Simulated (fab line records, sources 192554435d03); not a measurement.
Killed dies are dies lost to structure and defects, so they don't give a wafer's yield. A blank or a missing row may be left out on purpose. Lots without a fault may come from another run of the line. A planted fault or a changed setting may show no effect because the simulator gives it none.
A struck lot beside a sound one | flow n5_finfet | 39 steps out of a route of 1938
Sound: wafers L273.1, L273.5, L273.6. Struck: wafer L287.5. (L287.2 of the same lot was not struck and is left out.) The cause comes at the end.
At each step with rows: each side's tool, then ch and its chambers, then its first start. Under that, the readings that differ: sound wafers | struck wafers | difference of the means | sigmas: that difference in standard deviations of wafers without a fault.
alike: readings whose means differ by less than 2 such deviations, and words and numbers that are the same on both sides. not compared: withheld readings, readings that some wafer has no value for, bounds like >300 that may hide the same value, and numbers for which the record gives no deviation and whose values overlap.
The two part at a step that has a row with sigmas, a row that says differs or no value, or rows on one side only. Numbers that don't overlap but have no deviation are shown without sigmas and don't part them. A reading that every wafer of one side lacks parts them only if that side has two wafers or more.

first, 10 steps without rows for these wafers: N5_DUMMY_REMOVAL_HM_STRIP_01 (strips SiNx in CH3F/O2, stops on poly-Si, target depth 4 nm, time 6.8 s); N5_DUMMY_REMOVAL_STRIP_10 (strips in N2/H2, time 40 s); N5_DUMMY_REMOVAL_PRECLEAN_07 (cleans in dHF, time 30 s); N5_DUMMY_REMOVAL_DUMMY_REMOVE_02 (chemistry TMAH, target poly-Si, stops on SiO2, target depth 142 nm, time 57 s, rinse time 30 s); N5_DUMMY_REMOVAL_PRECLEAN_08 (cleans in NF3:NH3, afs cycles 2, time 20 s, sublimation time 60 s); N5_DUMMY_REMOVAL_PRECLEAN_04 (cleans in DHF, time 37 s); N5_DUMMY_REMOVAL_SRD_05 (time 30 s); N5_HKMG_FIN_IL_REGROW_00 (material SiO2, chemistry O3, target thk 0.75 nm, time 30 s); N5_HKMG_FIN_HK_ALD_01 (deposits HfO2, target thk 1.6 nm, pulse time 3 s, purge time 3 s); N5_HKMG_FIN_HK_ANNEAL_02 (time 30 s).
N5_HKMG_FIN_ALD_74: deposits La2O3, target thk 0.5 nm, pulse time 6 s, co reactant pulse time 1 s.
  sound on ald_hk-03 ch 1,2,3, day 5 16:29; struck on ald_hk-03 ch 1, day 9 06:04
  alike: heater_power_outer_w, heater_power_w, precursor_pulse_height_rel
then, 26 steps without rows for these wafers: N5_HKMG_FIN_ALD_75 (deposits Al2O3, target thk 1 nm, co reactant pulse time 1 s); N5_HKMG_FIN_COAT_41 (time 60 s, resist thk 300 nm); N5_HKMG_FIN_COAT_42 (time 60 s, resist thk 35 nm); N5_HKMG_FIN_COAT_43 (resist thk 90 nm); N5_HKMG_FIN_EBR_45; N5_HKMG_FIN_SOFTBAKE_44 (time 60 s); N5_HKMG_FIN_EXPOSE_46 (exposes mask NDIPOLE); N5_HKMG_FIN_PEB_47 (peb time 60 s); N5_HKMG_FIN_DEVELOP_48 (develop time 30 s); N5_HKMG_FIN_DESCUM_53 (chemistry O2, time 7.9 s); N5_HKMG_FIN_ETCH_54 (etches SiARC in CF4, target depth 45.5 nm, time 75.8 s); N5_HKMG_FIN_ETCH_55 (etches SOC in N2/H2, target depth 240 nm, time 300 s); N5_HKMG_FIN_STRIP_56 (strips in N2/H2); N5_HKMG_FIN_STRIP_57 (strips in CF4); N5_HKMG_FIN_ETCH_58 (etches SOC in N2/H2, target depth 215.8 nm, time 741 s); N5_HKMG_FIN_STRIP_93 (strips SOC in N2/H2, time 20 s); N5_HKMG_FIN_WET_ETCH_76 (etches Al2O3 in dNH4OH, stops on La2O3, target depth 2.25 nm, rinse time 30 s); N5_HKMG_FIN_STRIP_60 (strips in N2/H2, time 360 s); N5_HKMG_FIN_WET_ETCH_77 (etches La2O3 in dHCl, stops on HfO2, target depth 2 nm); N5_HKMG_FIN_WET_ETCH_78 (etches Al2O3 in dNH4OH, stops on La2O3, target depth 4.5 nm, rinse time 30 s); N5_HKMG_FIN_ALD_79 (deposits TiN, target thk 1.5 nm, pulse time 1 s, purge time 3 s); N5_HKMG_FIN_CVD_62 (deposits a-Si from Si2H6, target thk 3 nm, time 20.8 s); N5_HKMG_FIN_RTA_80 (time 2 s); N5_HKMG_FIN_PRECLEAN_64 (cleans in dHF, time 30 s); N5_HKMG_FIN_WET_ETCH_65 (etches a-Si in TMAH, stops on TiN, time 49 s, target depth 3 nm); N5_HKMG_FIN_WET_ETCH_81 (etches TiN in SC1, stops on HfO2, time 57 s, target depth 6 nm).
-- the record jumps here: 4 days lie between the struck wafers' starts before and after (it left off in module HKMG_FIN and takes up again in module BEOL_M4, whose first step shown is number 1111 of the route) --
N5_BEOL_M4_RC_MEAS_101:
  sound on prober-02 ch 0, day 9 11:25; struck on prober-02 ch 0, day 13 02:27
  reading             | sound                  | struck   | difference | sigmas
  IOFF_P (nA/um)      | 0.25 0.17 0.25         | 0.78     | +0.56      | +15
  IOFF_P_85C (nA/um)  | 4.2 3.1 4.3            | 11.0     | +7.1       | +13
  IOFF_P_LIN (nA/um)  | 0.111 0.086 0.111      | 0.357    | +0.254     | +20
  IOFF_P_LONG (nA/um) | 9.8e-05 0.0001 9.8e-05 | 0.000276 | +0.000177  | +25
  ION_P (uA/um)       | 463 452 456            | 516      | +59        | +7
  VT_N_LVT (mV)       | 94 100 94              | 123      | +27        | +8
  VT_P (mV)           | -250 -254 -249         | -215     | +36        | +11
  VT_P_LONG (mV)      | -277.3 -275.0 -279.0   | -242.9   | +34.2      | +12
  alike: DIBL_N, DIBL_P, IOFF_N, ION_N, SS_N, SS_P, VT_N
-- the record jumps here: 5 days lie between the struck wafers' starts before and after (it left off in module BEOL_M4 and takes up again in module PASSIVATION, whose first step shown is number 1936 of the route) --
N5_PASSIVATION_PROBE_49:
  sound on prober-01, day 13 10:29; struck on prober-02, day 17 22:19
  reading                | sound          | struck | difference | sigmas
  sort_bin_4_leakage (%) | 0 0 0          | 69.49  | +69.49     |
  sort_n_pass            | 1088 1085 1088 | 266    | -821       | -48
  sort_yield_pct (%)     | 92.2 91.9 92.2 | 22.5   | -69.6      | -46
  alike: defect_limited_yield, killed_at_M0_to_M3, killed_at_M4_up, killed_at_contacts, killed_at_front_end, killed_at_other, killed_dies, killed_on_rim, killed_open, killed_short, sort_bin_5_function, sort_bin_6_memory

WHERE THEY PART
First at N5_BEOL_M4_RC_MEAS_101; last, within this record, at N5_PASSIVATION_PROBE_49.

WHY: what the simulator had put in
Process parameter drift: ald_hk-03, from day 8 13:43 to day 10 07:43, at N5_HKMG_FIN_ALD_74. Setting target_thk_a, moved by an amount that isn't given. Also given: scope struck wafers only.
